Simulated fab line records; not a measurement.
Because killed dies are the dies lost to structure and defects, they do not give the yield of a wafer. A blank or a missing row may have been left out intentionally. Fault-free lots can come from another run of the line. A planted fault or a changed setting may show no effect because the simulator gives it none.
fab line records | flow n5_finfet
record lots=4 | wafers=12 | last_day=16
route steps=1938 shown BEOL_M15@1789 PASSIVATION@1936
lots that met no fault: taken from a fault-free run of the same line
start_h: the number of hours between the record's first day and the start of the first shown wafer of the lot | wait_h: time in hours since the lot's previous step | " same as the row above | L1.1+2: a row that stands for several wafers | - no value present, or no start provided | * or withheld: withheld | < > ~ a bound
route shown NAME@n: a module of which the file shows steps, and the number in the route of the first | usual: the fault-free wafers' mean and standard deviation | same: alike in all rows | chamber/n: place in a boat | sites: the reading at each site | _std_site: the values' standard deviation | _edge_site: inner sites' mean taken away from outer sites' mean | radius_mm: how far each site lies from the wafer's centre | mask NAME#n: copy n | behind: the last tool/chamber to shape the wafer | hold: the reason the lot was held/the length of the hold in hours/how it ended | device: the transistor (n, p or np) that didn't switch | end of line: the route-end tests of the same wafers | for a step that has no rows: nothing shown but its recipe | killed: count of dies lost to structure and defects at first sort (not the wafer's yield) | map: a wafer's dies, x killed, . not, _ none there
set.NAME: the setting that was run; set.NAME@STEP: the one run at that earlier step | model.NAME: the simulator's own value behind a step, which no gauge read
a table for each step, a row for each wafer; lots at some steps of the route
services: a tool's chamber out of use, with start hour (start_h, from the record's first day; less than 0 if before it), hours out, and reason
## steps
# step N5_BEOL_M15_STRIP_63
# recipe chemistry=O2 | power_w=600 | temp_c=60 | pressure_mtorr=30 | rf_frequency_hz=6e+07 | bias_power_w=0 | overash_fraction=0.3 | o2_flow_sccm=225
# step N5_BEOL_M15_STRIP_64
# recipe chemistry=O2 | power_w=600 | temp_c=60 | pressure_mtorr=30 | rf_frequency_hz=6e+07 | bias_power_w=0 | overash_fraction=0.3 | o2_flow_sccm=225
# step N5_BEOL_M15_STRIP_65
# recipe chemistry=post_etch_residue_remover | time_s=60 | temp_c=25 | remover_ph=withheld | remover_water_wt_pct=withheld | remover_fluoride_wt_pct=withheld
# step N5_BEOL_M15_SRD_66
# recipe time_s=30 | temp_c=23 | rinse_liquid=diw | dry=n2_spin | spin_rpm=1500 | dry_time_s=30
# step N5_BEOL_M15_COAT_56
# recipe resist=SOC | temp_c=250 | time_s=60 | spin_rpm=1500 | resist_thk_nm=550
# step N5_BEOL_M15_ETCH_57
# recipe chemistry=N2/H2 | target=SOC | source_w=3000 | bias_w=350 | time_s=750 | ion_energy_ev=200 | pressure_mtorr=30 | n2_flow_sccm=200 | h2_flow_sccm=200
# step N5_BEOL_M15_COAT_60
# recipe resist=BARC | temp_c=205 | time_s=60 | spin_rpm=1500 | resist_thk_nm=89
# step N5_BEOL_M15_COAT_22
# recipe spin_rpm=1704 | resist_thk_nm=800
# step N5_BEOL_M15_EBR_24
# recipe solvent=PGMEA | ebr_width_mm=1.5
# step N5_BEOL_M15_SOFTBAKE_23
# recipe temp_c=130 | time_s=60
# step N5_BEOL_M15_EXPOSE_25
# recipe mask_id=M15 | na=0.8 | source_shape=annular | sigma_inner=0.5 | sigma_outer=0.8 | polarization=unpolarized | target_cd_nm=400 | dose_mj=35.5
# step N5_BEOL_M15_PEB_26
# recipe peb_temp_c=130 | peb_time_s=90
# usual chill_plate_temp_C=23.03/0.11 | plate_temp_C=130.00/0.14
lot.wafer | tool           | chamber | start_h | wait_h | chill_plate_temp_C | plate_temp_C
L171.1    | litho_track-01 | 0       | 273.41  | 0.1    | 22.97              | 129.86
L171.4    | "              | 0       | "       | "      | 23.07              | 129.87
L171.5    | "              | 0       | "       | "      | 22.99              | 129.85
L178.2    | litho_track-01 | 0       | 322.41  | 0.0    | 22.96              | 131.44
L178.4    | "              | 0       | "       | "      | 23.03              | 131.16
L178.5    | "              | 0       | "       | "      | 23.08              | 131.26
L181.1    | litho_track-01 | 0       | 332.24  | 0.1    | 23.10              | 130.98
L181.3    | "              | 0       | "       | "      | 23.17              | 131.08
L181.4    | "              | 0       | "       | "      | 23.00              | 130.98
L186.1    | litho_track-05 | 0       | 371.36  | 0.1    | 23.06              | 130.03
L186.3    | "              | 0       | "       | "      | 23.19              | 130.08
L186.5    | "              | 0       | "       | "      | 23.04              | 130.15
# step N5_BEOL_M15_DEVELOP_27
# recipe develop_time_s=45 | rinse_liquid=diw | dry=air_spin | dev_temp_c=21
# step N5_BEOL_M15_HARDBAKE_32
# recipe temp_c=130 | time_s=120
# step N5_BEOL_M15_DESCUM_33
# recipe chemistry=O2 | time_s=7.9 | source_power_w=50 | bias_power_w=20 | pressure_mtorr=20 | rf_frequency_hz=2.712e+07 | temp_c=40 | o2_flow_sccm=225
# usual drypump_motor_current_A=5.7/0.39 | oes_product_au=0.80/0.088 | rf_vpp_V=243.3/1.4 | showerhead_plenum_p_Torr=2.10/0.072 | throttle_valve_pct=20.43/0.24
lot.wafer | tool        | chamber | start_h | wait_h | drypump_motor_current_A | oes_product_au | rf_hours_counter_h | rf_vpp_V | showerhead_plenum_p_Torr | throttle_valve_pct | model.BEOL_M15.cd_nm
L171.1    | rie_diel-02 | 0       | 273.61  | 0.0    | 5.9                     | 0.95           | 8                  | 246.0    | 2.22                     | 20.59              | 406
L171.4    | "           | 0       | "       | "      | 5.9                     | 0.94           | -                  | 246.2    | 2.22                     | 20.58              | 407
L171.5    | "           | 1       | "       | "      | 5.2                     | 0.73           | -                  | 241.4    | 2.00                     | 20.15              | 407.4
L178.2    | rie_diel-01 | 3       | 322.61  | 0.0    | 5.9                     | 0.78           | 144                | 244.3    | 2.20                     | 20.55              | 412.6
L178.4    | "           | 1       | "       | "      | 6.4                     | 0.83           | -                  | 242.2    | 2.03                     | 20.33              | 412.2
L178.5    | "           | 0       | "       | "      | 5.4                     | 0.76           | -                  | 243.0    | 2.12                     | 20.85              | 414
L181.1    | rie_diel-06 | 2       | 332.67  | 0.3    | 5.1                     | 0.69           | 242                | 243.2    | 2.14                     | 20.71              | 410.4
L181.3    | "           | 3       | "       | "      | 5.5                     | 0.82           | 86                 | 243.2    | 2.11                     | 20.24              | 410.4
L181.4    | "           | 3       | "       | "      | 5.5                     | 0.82           | -                  | 243.2    | 2.11                     | 20.23              | 411
L186.1    | rie_diel-01 | 3       | 371.67  | 0.0    | 5.9                     | 0.77           | 151                | 244.6    | 2.19                     | 20.55              | 410.6
L186.3    | "           | 2       | "       | "      | 5.6                     | 0.69           | 227                | 242.7    | 2.05                     | 20.10              | 410.4
L186.5    | "           | 1       | "       | "      | 6.4                     | 0.81           | -                  | 243.1    | 2.03                     | 20.33              | 409.2
# step N5_BEOL_M15_ETCH_61
# recipe chemistry=N2/H2 | target=BARC | target_depth_a=890 | overetch_a=267 | time_s=67.9 | ion_energy_ev=200 | pressure_mtorr=30 | source_w=840 | bias_w=150 | n2_flow_sccm=200 | h2_flow_sccm=200
# step N5_BEOL_M15_TRENCH_ETCH_34
# recipe chemistry=C4F8/O2/Ar | target=SiO2 | target_depth_a=8729.3 | he_inner_torr=15 | he_outer_torr=30 | time_s=199 | ion_energy_ev=800 | pressure_mtorr=20 | source_w=1905 | bias_w=2040 | Ar_flow_sccm=400 | C4F8_flow_sccm=16 | O2_flow_sccm=12
# step N5_BEOL_M15_STRIP_36
# recipe chemistry=O2 | power_w=600 | temp_c=60 | pressure_mtorr=30 | rf_frequency_hz=6e+07 | bias_power_w=0 | overash_fraction=0.3 | o2_flow_sccm=225
# step N5_BEOL_M15_STRIP_62
# recipe chemistry=O2 | power_w=600 | temp_c=60 | pressure_mtorr=30 | rf_frequency_hz=6e+07 | bias_power_w=0 | overash_fraction=0.3 | o2_flow_sccm=225
# step N5_BEOL_M15_STRIP_37
# recipe chemistry=O2 | power_w=600 | temp_c=60 | pressure_mtorr=30 | rf_frequency_hz=6e+07 | bias_power_w=0 | overash_fraction=0.3 | o2_flow_sccm=225
# step N5_BEOL_M15_ETCH_38
# recipe chemistry=CF4/N2 | target=SiCN | target_depth_a=1064 | taper_deg=2 | time_s=120.5 | ion_energy_ev=150 | mask_material=SiO2 | pressure_mtorr=40 | source_w=430 | bias_w=70 | Ar_flow_sccm=100 | cf4_flow_sccm=60 | n2_flow_sccm=60
# usual cf4_flow_sccm=59.99/0.18 | drypump_motor_current_A=5.7/0.37 | oes_product_au=0.81/0.081 | rf_vpp_V=382.6/1.8 | showerhead_plenum_p_Torr=2.21/0.063 | throttle_valve_pct=15.37/0.22
lot.wafer | tool        | chamber | start_h | wait_h | cf4_flow_sccm | drypump_motor_current_A | oes_product_au | rf_hours_counter_h | rf_vpp_V | showerhead_plenum_p_Torr | throttle_valve_pct | model.BEOL_M15.cd_nm
L171.1    | rie_diel-01 | 0       | -       | -      | 60.14         | 5.4                     | 0.77           | 112                | 382.9    | 2.22                     | 15.72              | 398.4
L171.4    | "           | 2       | "       | "      | 60.09         | 5.6                     | 0.71           | 211                | 382.3    | 2.19                     | 15.34              | 398.2
L171.5    | "           | 3       | "       | "      | 59.88         | 5.9                     | 0.79           | -                  | 384.1    | 2.30                     | 15.36              | 401.8
L178.2    | rie_diel-06 | 2       | -       | -      | 60.05         | 5.2                     | 0.69           | 238                | 385.4    | 2.27                     | 15.84              | 404.2
L178.4    | "           | 0       | "       | "      | 59.63         | 5.9                     | 0.88           | 39                 | 381.7    | 2.15                     | 15.16              | 403
L178.5    | "           | 0       | "       | "      | 60.22         | 5.9                     | 0.87           | -                  | 381.9    | 2.15                     | 15.18              | 406.2
L181.1    | rie_diel-02 | 1       | -       | -      | 60.15         | 5.2                     | 0.72           | 214                | 379.0    | 2.10                     | 15.25              | 402.2
L181.3    | "           | 2       | "       | "      | 60.08         | 5.8                     | 0.69           | 244                | 384.8    | 2.26                     | 15.68              | 404
L181.4    | "           | 0       | "       | "      | 60.06         | 5.9                     | 0.91           | 28                 | 386.0    | 2.33                     | 15.58              | 405
L186.1    | rie_diel-01 | 2       | -       | -      | 60.27         | 5.6                     | 0.70           | 228                | 381.8    | 2.19                     | 15.38              | 401.6
L186.3    | "           | 1       | "       | "      | 59.97         | 6.5                     | 0.81           | 81                 | 382.2    | 2.15                     | 15.31              | 402.6
L186.5    | "           | 3       | "       | "      | 60.22         | 5.9                     | 0.79           | -                  | 385.4    | 2.29                     | 15.40              | 400.4
# step N5_BEOL_M15_PRECLEAN_39
# recipe chemistry=residue_remover | time_s=60 | temp_c=40
# step N5_PASSIVATION_PROBE_49
# usual defect_limited_yield=91.4/1.5 | killed_at_M0_to_M3=35/11 | killed_at_M4_up=16/7 | killed_at_contacts=11/5.3 | killed_at_front_end=37/11 | killed_at_other=3.1/2.8 | killed_dies=102/18 | killed_open=69/15 | killed_short=31/7.8 | sort_bin_5_function=5.1/1.1 | sort_bin_6_memory=3.2/0.69 | sort_n_pass=1078/18 | sort_yield_pct=91.4/1.5
# same gross_dies=1180 | killed_at_back_side=0 | sort_bin_4_leakage[%]=0 | sort_bin_8_speed[%]=0
lot.wafer | tool      | chamber | start_h | wait_h | defect_limited_yield[%] | killed_at_M0_to_M3 | killed_at_M4_up | killed_at_contacts | killed_at_front_end | killed_at_other | killed_dies | killed_open | killed_short | sort_bin_5_function[%] | sort_bin_6_memory[%] | sort_n_pass | sort_yield_pct[%]
L178.4    | prober-01 | -       | 337.65  | 0.2    | 91.4                    | 37                 | 10              | 11                 | 38                  | 6               | 102         | 67          | 33           | 4.7                    | 3.7                  | 1078        | 91.4
L186.1    | prober-01 | -       | 390.78  | 0.0    | 92.7                    | 29                 | 19              | 4                  | 34                  | 0               | 86          | 57          | 29           | 4.2                    | 3.0                  | 1094        | 92.7
L186.3    | prober-01 | -       | 390.88  | 0.1    | 93.4                    | 39                 | 11              | 1                  | 25                  | 2               | 78          | 50          | 27           | 4.3                    | 1.9                  | 1102        | 93.4
L186.5    | prober-01 | -       | 390.98  | 0.2    | 92.5                    | 41                 | 2               | 7                  | 34                  | 5               | 89          | 58          | 28           | 3.8                    | 3.3                  | 1091        | 92.5
# killed by level:class
L178.4 FIN_SAQP:geometric_particle:short=13 MOL_CONTACT_COAG:geometric_particle:open=11 FIN_SAQP:geometric_particle:open=8 BEOL_M2:geometric_particle:open=8 BEOL_M0_SAQP:geometric_particle:open=7 STI_FIN_REVEAL:geometric_particle:open=5 BEOL_M1:geometric_particle:open=5 BEOL_M3:geometric_particle:open=5
L186.1 STI_FIN_REVEAL:geometric_particle:open=13 BEOL_M2:geometric_particle:open=10 FIN_SAQP:geometric_particle:short=8 BEOL_M3:geometric_particle:open=7 BEOL_M4:geometric_particle:open=7 BEOL_M0_SAQP:geometric_particle:short=5 BEOL_M0_SAQP:geometric_particle:open=3 BEOL_M4:geometric_particle:short=3
L186.3 BEOL_M0_SAQP:geometric_particle:short=15 STI_FIN_REVEAL:geometric_particle:open=10 BEOL_M0_SAQP:geometric_particle:open=8 BEOL_M2:geometric_particle:open=6 BEOL_M3:geometric_particle:open=5 FIN_SAQP:geometric_particle:short=3 BEOL_M4:geometric_particle:open=3 BEOL_M7:geometric_particle:open=3
L186.5 BEOL_M2:geometric_particle:open=9 BEOL_M0_SAQP:geometric_particle:short=8 STI_FIN_REVEAL:geometric_particle:open=7 BEOL_M3:geometric_particle:open=7 FIN_SAQP:geometric_particle:open=6 MOL_CONTACT_COAG:geometric_particle:open=6 BEOL_M0_SAQP:geometric_particle:open=6 DUMMY_GATE:geometric_particle:open=4
## services
tool        | chamber | start_h | hours | kind
rie_diel-06 | 1       | 250.77  | 15.2  | repair
rie_diel-02 | 3       | 253.91  | -     | clean
rie_diel-02 | 3       | 253.91  | -     | consumable_replace:focus_ring
rie_diel-02 | 3       | 253.91  | 32.5  | scheduled_down
rie_diel-02 | 3       | 253.91  | 32.5  | vent_cycle
rie_diel-01 | 1       | 306.06  | 3.2   | repair
rie_diel-01 | 2       | 317.52  | 13.2  | repair
rie_diel-06 | 1       | 324.83  | 6.5   | repair
rie_diel-06 | 0       | 329.54  | 6.8   | repair
rie_diel-01 | -       | 331.02  | 28.1  | pm
rie_diel-02 | 3       | 337.71  | 39.6  | repair
rie_diel-06 | 1       | 347.24  | 8.0   | repair
rie_diel-06 | 2       | 355.21  | -     | clean
rie_diel-06 | 2       | 355.21  | -     | consumable_replace:focus_ring
rie_diel-06 | 2       | 355.21  | 19.9  | scheduled_down
rie_diel-06 | 2       | 355.21  | 19.9  | vent_cycle
rie_diel-01 | 1       | 364.05  | 3.9   | repair
rie_diel-02 | 2       | 370.56  | 11.4  | repair
rie_diel-02 | 0       | 374.23  | 10.2  | repair
## key
first_sign step=N5_BEOL_M15_PEB_26 | reading=plate_temp_C | direction=up | sigmas=8.4 | usual=* | struck=*
effect none on later readings
model_effect step=N5_BEOL_M15_DESCUM_33 | value=BEOL_M15.cd_nm | without=407 | struck=411.8
model_effect step=N5_BEOL_M15_ETCH_38 | value=BEOL_M15.cd_nm | without=399.3 | struck=404.1
met_at N5_BEOL_M15_PEB_26
struck_wafers L178.2,L178.4,L178.5,L181.1,L181.3,L181.4
loop_trim step=N5_BEOL_M15_EXPOSE_25 | setting=dose | lots=L181
onset_between 273.41 322.41
fault kind=process_parameter_drift | tool=litho_track-01 | chamber=- | onset_h=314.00 | steps=N5_BEOL_M15_PEB_26 | channel=peb_temp_c | offset=* | shape=step | end_h=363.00 | acts_in=* | stated=*
# loop_trim: a control loop set the setting to another value than it would have without faults
